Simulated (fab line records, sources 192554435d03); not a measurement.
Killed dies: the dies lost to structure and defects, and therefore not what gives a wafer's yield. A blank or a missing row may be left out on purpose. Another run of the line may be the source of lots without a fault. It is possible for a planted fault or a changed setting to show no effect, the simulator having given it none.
The tool behind it: which one? || flow n5Finfet || 9 lots with 27 wafers sampled at 5 steps, on a route of 1938 steps

== WHAT EACH GAUGE READ, for each wafer ==
N5_BEOL_M4_RC_MEAS_101. Usual: DIBL_N 36.2 mV/V, standard deviation 1.7; DIBL_P 36.6 mV/V, standard deviation 1.9; IOFF_N 0.16 nA/um, standard deviation 0.032; IOFF_P 0.21 nA/um, standard deviation 0.037; ION_N 675 uA/um, standard deviation 12; ION_P 460 uA/um, standard deviation 8.1; RC_DENSE_N 19.1 ohm.um, standard deviation 0.43; RC_DENSE_P 23.9 ohm.um, standard deviation 0.53; RC_N 15.6 ohm.um, standard deviation 0.34; RC_P 19.4 ohm.um, standard deviation 0.44; REXT_N 76.5 ohm.um, standard deviation 1.6; REXT_P 100.3 ohm.um, standard deviation 2.6; SS_N 71.4 mV/dec, standard deviation 0.58; SS_P 73.4 mV/dec, standard deviation 0.64; VT_N 249 mV, standard deviation 3.2; VT_P -252 mV, standard deviation 3.4.
{"lot": "L483", "measured": "day 9 00:46", "on": "prober-02", "DIBL_N (mV/V)": "37.4 35.3 36.7", "DIBL_P (mV/V)": "37.4 34.8 36.8", "IOFF_N (nA/um)": "0.19 0.14 0.18", "IOFF_P (nA/um)": "0.21 0.17 0.20", "ION_N (uA/um)": "688 669 664", "ION_P (uA/um)": "468 454 457", "RC_DENSE_N (ohm.um)": "18.8 18.9 18.5", "RC_DENSE_P (ohm.um)": "23.6 23.7 23.0", "RC_N (ohm.um)": "15.2 15.5 15.1", "RC_P (ohm.um)": "19.2 19.3 18.8", "REXT_N (ohm.um)": "73.3 73.2 73.7", "REXT_P (ohm.um)": "99.8 98.8 99.5", "SS_N (mV/dec)": "71.5 71.3 72.4", "SS_P (mV/dec)": "73.3 73.3 73.7", "VT_N (mV)": "247 253 249", "VT_P (mV)": "-251 -255 -252", "flag": ""}
{"lot": "L484", "measured": "day 9 02:31", "on": "prober-02", "DIBL_N (mV/V)": "37.4 34.8 35.5", "DIBL_P (mV/V)": "38.4 34.5 35.5", "IOFF_N (nA/um)": "0.18 0.13 0.15", "IOFF_P (nA/um)": "0.23 0.16 0.18", "ION_N (uA/um)": "679 674 671", "ION_P (uA/um)": "467 461 458", "RC_DENSE_N (ohm.um)": "19.8 19.2 19.8", "RC_DENSE_P (ohm.um)": "25.1 24.0 24.8", "RC_N (ohm.um)": "16.1 15.7 16.1", "RC_P (ohm.um)": "20.2 19.6 20.4", "REXT_N (ohm.um)": "76.7 75.5 76.5", "REXT_P (ohm.um)": "99.1 98.2 98.9", "SS_N (mV/dec)": "71.6 70.8 70.8", "SS_P (mV/dec)": "74.6 73.0 73.6", "VT_N (mV)": "249 251 251", "VT_P (mV)": "-246 -251 -253", "flag": ""}
{"lot": "L487", "measured": "day 9 11:06", "on": "prober-01", "DIBL_N (mV/V)": "39.4 39.1 38.0", "DIBL_P (mV/V)": "39.6 39.7 38.2", "IOFF_N (nA/um)": "0.27 0.25 0.23", "IOFF_P (nA/um)": "0.30 0.30 0.27", "ION_N (uA/um)": "700 697 697", "ION_P (uA/um)": "471 473 471", "RC_DENSE_N (ohm.um)": "18.7 19.0 18.7", "RC_DENSE_P (ohm.um)": "23.3 23.4 23.4", "RC_N (ohm.um)": "15.5 15.7 15.3", "RC_P (ohm.um)": "19.2 19.3 19.0", "REXT_N (ohm.um)": "75.6 75.3 75.3", "REXT_P (ohm.um)": "101.5 100.2 102.4", "SS_N (mV/dec)": "72.8 71.7 71.8", "SS_P (mV/dec)": "74.4 74.9 73.8", "VT_N (mV)": "242 241 242", "VT_P (mV)": "-245 -244 -250", "flag": ""}
{"lot": "L491", "measured": "day 11 02:02", "on": "prober-02", "DIBL_N (mV/V)": "34.1 35.5 35.3", "DIBL_P (mV/V)": "33.4 35.1 35.6", "IOFF_N (nA/um)": "0.13 0.15 0.15", "IOFF_P (nA/um)": "0.16 0.18 0.18", "ION_N (uA/um)": "667 677 671", "ION_P (uA/um)": "456 463 461", "RC_DENSE_N (ohm.um)": "18.9 18.9 20.1", "RC_DENSE_P (ohm.um)": "23.5 23.7 24.8", "RC_N (ohm.um)": "15.4 15.3 16.2", "RC_P (ohm.um)": "19.3 19.2 20.2", "REXT_N (ohm.um)": "79.0 78.4 80.6", "REXT_P (ohm.um)": "96.7 95.7 96.7", "SS_N (mV/dec)": "70.7 71.3 71.5", "SS_P (mV/dec)": "72.5 73.8 73.5", "VT_N (mV)": "249 253 252", "VT_P (mV)": "-254 -253 -254", "flag": ""}
{"lot": "L494", "measured": "day 11 09:05", "on": "prober-01", "DIBL_N (mV/V)": "35.3 33.8 33.4", "DIBL_P (mV/V)": "37.0 34.9 34.9", "IOFF_N (nA/um)": "0.17 0.14 0.13", "IOFF_P (nA/um)": "0.18 0.15 0.15", "ION_N (uA/um)": "631 619 603", "ION_P (uA/um)": "424 416 413", "RC_DENSE_N (ohm.um)": "70.7 68.3 70.5", "RC_DENSE_P (ohm.um)": "89.0 84.9 87.4", "RC_N (ohm.um)": "57.6 56.1 56.6", "RC_P (ohm.um)": "71.4 69.4 71.3", "REXT_N (ohm.um)": "109.8 109.1 112.5", "REXT_P (ohm.um)": "140.7 141.5 142.4", "SS_N (mV/dec)": "71.2 71.3 70.9", "SS_P (mV/dec)": "73.0 73.1 72.6", "VT_N (mV)": "249 250 250", "VT_P (mV)": "-258 -260 -259", "flag": "OFF"}
{"lot": "L495", "measured": "day 12 01:31", "on": "prober-01", "DIBL_N (mV/V)": "35.6 37.8 35.9", "DIBL_P (mV/V)": "36.4 38.3 36.5", "IOFF_N (nA/um)": "0.15 0.20 0.15", "IOFF_P (nA/um)": "0.20 0.23 0.21", "ION_N (uA/um)": "612 617 623", "ION_P (uA/um)": "424 425 431", "RC_DENSE_N (ohm.um)": "71.9 70.2 71.8", "RC_DENSE_P (ohm.um)": "90.8 88.8 90.2", "RC_N (ohm.um)": "58.4 57.3 58.1", "RC_P (ohm.um)": "73.2 72.5 74.1", "REXT_N (ohm.um)": "114.5 112.0 113.2", "REXT_P (ohm.um)": "142.6 143.7 144.3", "SS_N (mV/dec)": "71.0 72.0 71.7", "SS_P (mV/dec)": "73.4 73.8 73.6", "VT_N (mV)": "251 246 251", "VT_P (mV)": "-249 -251 -252", "flag": "OFF"}
{"lot": "L496", "measured": "day 12 00:05", "on": "prober-02", "DIBL_N (mV/V)": "37.1 35.6 34.8", "DIBL_P (mV/V)": "37.9 35.9 34.4", "IOFF_N (nA/um)": "0.17 0.15 0.13", "IOFF_P (nA/um)": "0.21 0.17 0.16", "ION_N (uA/um)": "627 606 615", "ION_P (uA/um)": "433 421 424", "RC_DENSE_N (ohm.um)": "68.4 68.5 69.7", "RC_DENSE_P (ohm.um)": "85.5 86.8 87.5", "RC_N (ohm.um)": "56.0 56.3 56.6", "RC_P (ohm.um)": "69.8 70.5 71.9", "REXT_N (ohm.um)": "113.6 114.3 114.5", "REXT_P (ohm.um)": "147.7 151.5 149.9", "SS_N (mV/dec)": "71.4 71.7 71.3", "SS_P (mV/dec)": "73.3 73.1 72.4", "VT_N (mV)": "248 248 251", "VT_P (mV)": "-251 -254 -255", "flag": "OFF"}
{"lot": "L498", "measured": "day 12 18:07", "on": "prober-02", "DIBL_N (mV/V)": "36.1 34.3 35.9", "DIBL_P (mV/V)": "38.3 35.7 37.9", "IOFF_N (nA/um)": "0.17 0.14 0.17", "IOFF_P (nA/um)": "0.23 0.19 0.22", "ION_N (uA/um)": "681 670 683", "ION_P (uA/um)": "468 466 465", "RC_DENSE_N (ohm.um)": "19.0 19.4 19.2", "RC_DENSE_P (ohm.um)": "23.6 24.0 23.6", "RC_N (ohm.um)": "15.5 15.8 15.5", "RC_P (ohm.um)": "19.3 19.5 19.4", "REXT_N (ohm.um)": "76.5 77.0 77.5", "REXT_P (ohm.um)": "99.9 101.2 102.2", "SS_N (mV/dec)": "71.4 70.0 70.7", "SS_P (mV/dec)": "73.1 73.2 73.0", "VT_N (mV)": "244 251 248", "VT_P (mV)": "-250 -252 -250", "flag": ""}
{"lot": "L502", "measured": "day 13 08:45", "on": "prober-02", "DIBL_N (mV/V)": "37.0 35.7 37.2", "DIBL_P (mV/V)": "35.9 34.2 37.3", "IOFF_N (nA/um)": "0.16 0.13 0.17", "IOFF_P (nA/um)": "0.21 0.19 0.23", "ION_N (uA/um)": "680 666 684", "ION_P (uA/um)": "465 460 469", "RC_DENSE_N (ohm.um)": "19.3 18.5 19.0", "RC_DENSE_P (ohm.um)": "23.7 23.0 23.4", "RC_N (ohm.um)": "15.7 15.1 15.3", "RC_P (ohm.um)": "19.4 18.6 18.9", "REXT_N (ohm.um)": "79.4 78.5 80.2", "REXT_P (ohm.um)": "103.5 101.4 103.4", "SS_N (mV/dec)": "71.2 69.8 71.0", "SS_P (mV/dec)": "72.9 72.2 73.9", "VT_N (mV)": "249 254 249", "VT_P (mV)": "-253 -250 -247", "flag": ""}

== WHAT TOOL EACH LOT RAN ON (gives the tool, then ch and the chambers of the sampled wafers, and finally the start) ==
{"lot": "L483", "N5_MOL_CONTACT_COAG_STRIP_98": "rieDiel-06 ch 0,1,2, day 5 15:16", "N5_MOL_CONTACT_COAG_SIL_ANNEAL_21": "rtpAnneal-02 ch 0, day 5 16:34", "N5_MOL_CONTACT_COAG_PRE_CLEAN_141": "pvdSputter-03, day 5 18:48", "N5_MOL_CONTACT_COAG_CMP_23": "cmp-01 ch 1,2,3, day 5 22:22"}
{"lot": "L484", "N5_MOL_CONTACT_COAG_STRIP_98": "rieDiel-05 ch 0,1,3, day 5 23:01", "N5_MOL_CONTACT_COAG_SIL_ANNEAL_21": "rtpAnneal-02 ch 0, day 6 00:06", "N5_MOL_CONTACT_COAG_PRE_CLEAN_141": "pvdSputter-01, day 6 00:15", "N5_MOL_CONTACT_COAG_CMP_23": "cmp-03 ch 1,2,3, day 6 04:29"}
{"lot": "L487", "N5_MOL_CONTACT_COAG_STRIP_98": "rieDiel-06 ch 0,2,3, day 6 16:23", "N5_MOL_CONTACT_COAG_SIL_ANNEAL_21": "rtpAnneal-01 ch 0, day 6 17:43", "N5_MOL_CONTACT_COAG_PRE_CLEAN_141": "pvdSputter-03, day 6 19:41", "N5_MOL_CONTACT_COAG_CMP_23": "cmp-02 ch 2,3, day 6 22:06"}
{"lot": "L491", "N5_MOL_CONTACT_COAG_STRIP_98": "rieDiel-04 ch 0,2,3, day 7 18:59", "N5_MOL_CONTACT_COAG_SIL_ANNEAL_21": "rtpAnneal-01 ch 0, day 7 20:08", "N5_MOL_CONTACT_COAG_PRE_CLEAN_141": "pvdSputter-02, day 7 21:47", "N5_MOL_CONTACT_COAG_CMP_23": "cmp-02 ch 0,2,3, day 8 00:25"}
{"lot": "L494", "N5_MOL_CONTACT_COAG_STRIP_98": "rieDiel-04 ch 0,1,3, day 8 11:48", "N5_MOL_CONTACT_COAG_SIL_ANNEAL_21": "rtpAnneal-02, day 8 13:18", "N5_MOL_CONTACT_COAG_PRE_CLEAN_141": "pvdSputter-02, day 8 14:05", "N5_MOL_CONTACT_COAG_CMP_23": "cmp-01 ch 0,1, day 8 17:28"}
{"lot": "L495", "N5_MOL_CONTACT_COAG_STRIP_98": "rieDiel-05 ch 0,1, day 8 21:37", "N5_MOL_CONTACT_COAG_SIL_ANNEAL_21": "rtpAnneal-02, day 9 00:11", "N5_MOL_CONTACT_COAG_PRE_CLEAN_141": "pvdSputter-03, day 9 01:08", "N5_MOL_CONTACT_COAG_CMP_23": "cmp-03 ch 1,2, day 9 03:55"}
{"lot": "L496", "N5_MOL_CONTACT_COAG_STRIP_98": "rieDiel-06 ch 2,3, day 9 00:43", "N5_MOL_CONTACT_COAG_SIL_ANNEAL_21": "rtpAnneal-02, day 9 03:50", "N5_MOL_CONTACT_COAG_PRE_CLEAN_141": "pvdSputter-03, day 9 04:15", "N5_MOL_CONTACT_COAG_CMP_23": "cmp-03 ch 1,2,3, day 9 07:10"}
{"lot": "L498", "N5_MOL_CONTACT_COAG_STRIP_98": "rieDiel-05 ch 0,3, day 9 17:56", "N5_MOL_CONTACT_COAG_SIL_ANNEAL_21": "rtpAnneal-01 ch 0, day 9 19:11", "N5_MOL_CONTACT_COAG_PRE_CLEAN_141": "pvdSputter-01, day 9 21:04", "N5_MOL_CONTACT_COAG_CMP_23": "cmp-01 ch 0,1,2, day 10 01:23"}
{"lot": "L502", "N5_MOL_CONTACT_COAG_STRIP_98": "rieDiel-06 ch 0,2, day 10 13:10", "N5_MOL_CONTACT_COAG_SIL_ANNEAL_21": "rtpAnneal-01 ch 0, day 10 14:41", "N5_MOL_CONTACT_COAG_PRE_CLEAN_141": "pvdSputter-01, day 10 15:10", "N5_MOL_CONTACT_COAG_CMP_23": "cmp-01 ch 0,1, day 10 18:31"}
- N5_MOL_CONTACT_COAG_STRIP_98: strips in N2/H2.
- N5_MOL_CONTACT_COAG_SIL_ANNEAL_21: time 60 s.
- N5_MOL_CONTACT_COAG_PRE_CLEAN_141: time 60 s.
- N5_MOL_CONTACT_COAG_CMP_23: polishes, stops on SiO2, t overpolish 1.5 s, target thk 0 nm.

== AS READ BY THE TOOLS THEMSELVES (means over the sampled wafers that have a number; for cases with no such wafer, the mark the record gives instead) ==
N5_MOL_CONTACT_COAG_STRIP_98. Usual: biasPowerW 7.997 W, standard deviation 0.025; chamberPressureMTorr 50.01 mTorr, standard deviation 0.07; drypumpMotorCurrentA 5.5 A, standard deviation 0.48; oesProductAu 0.78 a.u., standard deviation 0.077; powerW 499.9 W, standard deviation 1.4; rfVppV 54.1 V, standard deviation 1.4; showerheadPlenumPTorr 3.35 Torr, standard deviation 0.12; throttleValvePct 19.1 %, standard deviation 0.36.
{"lot": "L483", "tool": "rieDiel-06", "biasPowerW (W)": 8.000, "chamberPressureMTorr (mTorr)": 49.92, "drypumpMotorCurrentA (A)": 5.2, "oesProductAu (a.u.)": 0.77, "powerW (W)": 498.6, "rfVppV (V)": 54.6, "showerheadPlenumPTorr (Torr)": 3.31, "throttleValvePct (%)": 19.1, "flag": ""}
{"lot": "L484", "tool": "rieDiel-05", "biasPowerW (W)": 7.999, "chamberPressureMTorr (mTorr)": 50.00, "drypumpMotorCurrentA (A)": 5.8, "oesProductAu (a.u.)": 0.81, "powerW (W)": 500.8, "rfVppV (V)": 54.6, "showerheadPlenumPTorr (Torr)": 3.33, "throttleValvePct (%)": 19.0, "flag": ""}
{"lot": "L487", "tool": "rieDiel-06", "biasPowerW (W)": 8.001, "chamberPressureMTorr (mTorr)": 50.04, "drypumpMotorCurrentA (A)": 5.0, "oesProductAu (a.u.)": 0.73, "powerW (W)": 501.6, "rfVppV (V)": 53.9, "showerheadPlenumPTorr (Torr)": 3.25, "throttleValvePct (%)": 19.1, "flag": ""}
{"lot": "L491", "tool": "rieDiel-04", "biasPowerW (W)": 7.995, "chamberPressureMTorr (mTorr)": 49.98, "drypumpMotorCurrentA (A)": 5.7, "oesProductAu (a.u.)": 0.77, "powerW (W)": 500.4, "rfVppV (V)": 54.0, "showerheadPlenumPTorr (Torr)": 3.37, "throttleValvePct (%)": 19.1, "flag": ""}
{"lot": "L494", "tool": "rieDiel-04", "biasPowerW (W)": 7.998, "chamberPressureMTorr (mTorr)": 49.99, "drypumpMotorCurrentA (A)": 5.6, "oesProductAu (a.u.)": 0.73, "powerW (W)": 498.8, "rfVppV (V)": 53.7, "showerheadPlenumPTorr (Torr)": 3.35, "throttleValvePct (%)": 19.1, "flag": ""}
{"lot": "L495", "tool": "rieDiel-05", "biasPowerW (W)": 8.022, "chamberPressureMTorr (mTorr)": 49.92, "drypumpMotorCurrentA (A)": 5.4, "oesProductAu (a.u.)": 0.85, "powerW (W)": 499.8, "rfVppV (V)": 53.7, "showerheadPlenumPTorr (Torr)": 3.35, "throttleValvePct (%)": 18.9, "flag": ""}
{"lot": "L496", "tool": "rieDiel-06", "biasPowerW (W)": 8.006, "chamberPressureMTorr (mTorr)": 50.02, "drypumpMotorCurrentA (A)": 5.2, "oesProductAu (a.u.)": 0.81, "powerW (W)": 501.1, "rfVppV (V)": 54.0, "showerheadPlenumPTorr (Torr)": 3.42, "throttleValvePct (%)": 19.4, "flag": ""}
{"lot": "L498", "tool": "rieDiel-05", "biasPowerW (W)": 8.001, "chamberPressureMTorr (mTorr)": 50.04, "drypumpMotorCurrentA (A)": 6.2, "oesProductAu (a.u.)": 0.69, "powerW (W)": 498.7, "rfVppV (V)": 55.1, "showerheadPlenumPTorr (Torr)": 3.27, "throttleValvePct (%)": 19.1, "flag": ""}
{"lot": "L502", "tool": "rieDiel-06", "biasPowerW (W)": 7.989, "chamberPressureMTorr (mTorr)": 50.03, "drypumpMotorCurrentA (A)": 5.0, "oesProductAu (a.u.)": 0.74, "powerW (W)": 500.0, "rfVppV (V)": 53.2, "showerheadPlenumPTorr (Torr)": 3.25, "throttleValvePct (%)": 18.8, "flag": ""}

N5_MOL_CONTACT_COAG_SIL_ANNEAL_21. Usual: lampPowerPct 6.1 %, standard deviation 0.57; lamp_zone_1_pct 6.1 %, standard deviation 0.57; lamp_zone_4_pct 6.1 %, standard deviation 0.57; wafer_temp_C_max 552.8, standard deviation 0.65.
{"lot": "L483", "tool": "rtpAnneal-02", "lampPowerPct (%)": 6.7, "lamp_zone_1_pct (%)": 6.7, "lamp_zone_4_pct (%)": 6.7, "wafer_temp_C_max": 553.4, "flag": ""}
{"lot": "L484", "tool": "rtpAnneal-02", "lampPowerPct (%)": 6.7, "lamp_zone_1_pct (%)": 6.7, "lamp_zone_4_pct (%)": 6.7, "wafer_temp_C_max": 552.9, "flag": ""}
{"lot": "L487", "tool": "rtpAnneal-01", "lampPowerPct (%)": 5.5, "lamp_zone_1_pct (%)": 5.5, "lamp_zone_4_pct (%)": 5.5, "wafer_temp_C_max": 552.4, "flag": ""}
{"lot": "L491", "tool": "rtpAnneal-01", "lampPowerPct (%)": 5.5, "lamp_zone_1_pct (%)": 5.5, "lamp_zone_4_pct (%)": 5.5, "wafer_temp_C_max": 552.0, "flag": ""}
{"lot": "L494", "tool": "rtpAnneal-02", "lampPowerPct (%)": "-", "lamp_zone_1_pct (%)": "-", "lamp_zone_4_pct (%)": "-", "wafer_temp_C_max": "-", "flag": "OFF"}
{"lot": "L495", "tool": "rtpAnneal-02", "lampPowerPct (%)": "-", "lamp_zone_1_pct (%)": "-", "lamp_zone_4_pct (%)": "-", "wafer_temp_C_max": "-", "flag": "OFF"}
{"lot": "L496", "tool": "rtpAnneal-02", "lampPowerPct (%)": "-", "lamp_zone_1_pct (%)": "-", "lamp_zone_4_pct (%)": "-", "wafer_temp_C_max": "-", "flag": "OFF"}
{"lot": "L498", "tool": "rtpAnneal-01", "lampPowerPct (%)": 5.5, "lamp_zone_1_pct (%)": 5.5, "lamp_zone_4_pct (%)": 5.5, "wafer_temp_C_max": 552.2, "flag": ""}
{"lot": "L502", "tool": "rtpAnneal-01", "lampPowerPct (%)": 5.5, "lamp_zone_1_pct (%)": 5.5, "lamp_zone_4_pct (%)": 5.5, "wafer_temp_C_max": 552.2, "flag": ""}

N5_MOL_CONTACT_COAG_PRE_CLEAN_141. Usual: heaterPowerW 453 W, standard deviation 35; susceptorTempC 299.97 C, standard deviation 0.19.
{"lot": "L483", "tool": "pvdSputter-03", "heaterPowerW (W)": 434, "susceptorTempC (C)": 299.94, "flag": ""}
{"lot": "L484", "tool": "pvdSputter-01", "heaterPowerW (W)": 471, "susceptorTempC (C)": 300.11, "flag": ""}
{"lot": "L487", "tool": "pvdSputter-03", "heaterPowerW (W)": 432, "susceptorTempC (C)": 300.02, "flag": ""}
{"lot": "L491", "tool": "pvdSputter-02", "heaterPowerW (W)": 496, "susceptorTempC (C)": 299.89, "flag": ""}
{"lot": "L494", "tool": "pvdSputter-02", "heaterPowerW (W)": 491, "susceptorTempC (C)": 300.23, "flag": ""}
{"lot": "L495", "tool": "pvdSputter-03", "heaterPowerW (W)": 424, "susceptorTempC (C)": 299.93, "flag": ""}
{"lot": "L496", "tool": "pvdSputter-03", "heaterPowerW (W)": 426, "susceptorTempC (C)": 299.99, "flag": ""}
{"lot": "L498", "tool": "pvdSputter-01", "heaterPowerW (W)": 434, "susceptorTempC (C)": 299.75, "flag": ""}
{"lot": "L502", "tool": "pvdSputter-01", "heaterPowerW (W)": 462, "susceptorTempC (C)": 299.99, "flag": ""}

N5_MOL_CONTACT_COAG_CMP_23. Usual: motorCurrentA 8.3 A, standard deviation 0.96; overpolishRunS 1.501 s, standard deviation 0.0083; platenRpm 50.29 rpm, standard deviation 0.032; timeToEndpointS 8.9 s, standard deviation 2.
{"lot": "L483", "tool": "cmp-01", "motorCurrentA (A)": 8.0, "overpolishRunS (s)": 1.510, "platenRpm (rpm)": 50.28, "timeToEndpointS (s)": 5.4, "flag": ""}
{"lot": "L484", "tool": "cmp-03", "motorCurrentA (A)": 8.2, "overpolishRunS (s)": 1.496, "platenRpm (rpm)": 50.31, "timeToEndpointS (s)": 10.5, "flag": ""}
{"lot": "L487", "tool": "cmp-02", "motorCurrentA (A)": 8.8, "overpolishRunS (s)": 1.499, "platenRpm (rpm)": 50.28, "timeToEndpointS (s)": 8.2, "flag": ""}
{"lot": "L491", "tool": "cmp-02", "motorCurrentA (A)": 8.5, "overpolishRunS (s)": 1.496, "platenRpm (rpm)": 50.31, "timeToEndpointS (s)": 10.0, "flag": ""}
{"lot": "L494", "tool": "cmp-01", "motorCurrentA (A)": 7.1, "overpolishRunS (s)": 1.502, "platenRpm (rpm)": 50.29, "timeToEndpointS (s)": 8.9, "flag": ""}
{"lot": "L495", "tool": "cmp-03", "motorCurrentA (A)": 7.7, "overpolishRunS (s)": 1.504, "platenRpm (rpm)": 50.29, "timeToEndpointS (s)": 7.5, "flag": ""}
{"lot": "L496", "tool": "cmp-03", "motorCurrentA (A)": 8.4, "overpolishRunS (s)": 1.504, "platenRpm (rpm)": 50.27, "timeToEndpointS (s)": 8.9, "flag": ""}
{"lot": "L498", "tool": "cmp-01", "motorCurrentA (A)": 7.5, "overpolishRunS (s)": 1.507, "platenRpm (rpm)": 50.26, "timeToEndpointS (s)": 8.7, "flag": ""}
{"lot": "L502", "tool": "cmp-01", "motorCurrentA (A)": 7.2, "overpolishRunS (s)": 1.498, "platenRpm (rpm)": 50.32, "timeToEndpointS (s)": 8.9, "flag": ""}

== THE ANSWER, worked out from the rows above alone ==
Rule: a lot counts as off when the mean over its wafers that have a number is more than 3 standard deviations away from the usual mean. Also off: a lot with no number at a reading for which 4 or more lots have one. The other lots that the step has rows for count as sound. Order of review: gauges by route order, followed by the tools' own readings, for which a lot's mean as printed above is used. At the first step where some lot is off, the reading lying furthest off is the one used; lots without a number count as furthest.
Off: L494, L495, L496, at N5_BEOL_M4_RC_MEAS_101 (RC_DENSE_P).
A tool fits if, at a process step before that reading, it ran every lot that is off, and no sound lot after the first of them. The gauges at N5_BEOL_M4_RC_MEAS_101 aren't tried: what is off there is off at N5_MOL_CONTACT_COAG_SIL_ANNEAL_21 too, on other tools, and a gauge's error can't cause that. One candidate fits, namely rtpAnneal-02 at N5_MOL_CONTACT_COAG_SIL_ANNEAL_21. Its last sound lot is L484 (day 6 00:06), its first lot that is off L494 (day 8 13:18): a fault that began between those two fits.
Blank at N5_MOL_CONTACT_COAG_SIL_ANNEAL_21 on the lots that are off, where sound lots have numbers: lampPowerPct, lamp_zone_1_pct, lamp_zone_4_pct, wafer_temp_C_max.

== WHAT THE SIMULATOR PUT IN ==
At N5_MOL_CONTACT_COAG_SIL_ANNEAL_21, the step was skipped entirely on rtpAnneal-02 from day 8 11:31 on. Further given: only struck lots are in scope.
Struck lots among those shown: L494, L496, L495. Same finding as the rule above.
